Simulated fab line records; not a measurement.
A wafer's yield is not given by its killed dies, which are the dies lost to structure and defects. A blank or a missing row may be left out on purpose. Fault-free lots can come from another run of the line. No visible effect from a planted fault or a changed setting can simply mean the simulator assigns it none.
Matching of chambers / flow nand_harc / NHARC_A_CHANNEL_HOLE_D2_DEP_01 on pecvd-02 has 3 sister chambers
The step deposits SiON, target thk 140 nm. 6 wafers are shown with their chamber, then 7 later ones without.

EACH WAFER AND ITS CHAMBER
wafer=L085.2; chamber=1; heater_power_w (W)=916; chamber_pressure_Torr (Torr)=3.501
wafer=L085.5; chamber=2; heater_power_w (W)=959; chamber_pressure_Torr (Torr)=3.489
wafer=L092.4; chamber=1; heater_power_w (W)=861; chamber_pressure_Torr (Torr)=3.504
wafer=L092.5; chamber=0; heater_power_w (W)=637; chamber_pressure_Torr (Torr)=3.500
wafer=L091.2; chamber=0; heater_power_w (W)=667; chamber_pressure_Torr (Torr)=3.489
wafer=L091.5; chamber=2; heater_power_w (W)=956; chamber_pressure_Torr (Torr)=3.510

WAFERS WITHOUT THEIR CHAMBER
wafer=L091.6; heater_power_w (W)=682; chamber_pressure_Torr (Torr)=3.496
wafer=L096.1; heater_power_w (W)=923; chamber_pressure_Torr (Torr)=3.499
wafer=L096.3; heater_power_w (W)=931; chamber_pressure_Torr (Torr)=3.499
wafer=L096.5; heater_power_w (W)=723; chamber_pressure_Torr (Torr)=3.498
wafer=L097.2; heater_power_w (W)=785; chamber_pressure_Torr (Torr)=3.506
wafer=L097.4; heater_power_w (W)=939; chamber_pressure_Torr (Torr)=3.502
wafer=L097.6; heater_power_w (W)=922; chamber_pressure_Torr (Torr)=3.494

WHICH CHAMBER EACH WENT THROUGH
wafer=L091.6; from the rows above=0; in truth=0
wafer=L096.1; from the rows above=can't be placed: 2 or 1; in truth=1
wafer=L096.3; from the rows above=can't be placed: 2 or 1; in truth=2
wafer=L096.5; from the rows above=0; in truth=0
wafer=L097.2; from the rows above=can't be placed: 1 or 0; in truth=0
wafer=L097.4; from the rows above=can't be placed: 2 or 1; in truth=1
wafer=L097.6; from the rows above=can't be placed: 2 or 1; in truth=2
Correctly placed: 2 of 7. Cannot be placed on the basis of these rows: 5; the candidates contain the true chamber in 5. 0 placed wrongly.
How it was worked out, from the rows above alone: a wafer's distance from a chamber is the root of the sum, over the readings, of the square of ((its reading less the chamber's mean) divided by the reading's scatter). The wafer belongs to the nearest chamber; if the next one is less than 2 further off, it can't be placed. A chamber's mean is the mean of its shown wafers. How the scatter is found: for the shown wafers, subtract from each reading the mean of its chamber, square and add these, divide the total by (wafers less chambers), then take the root.
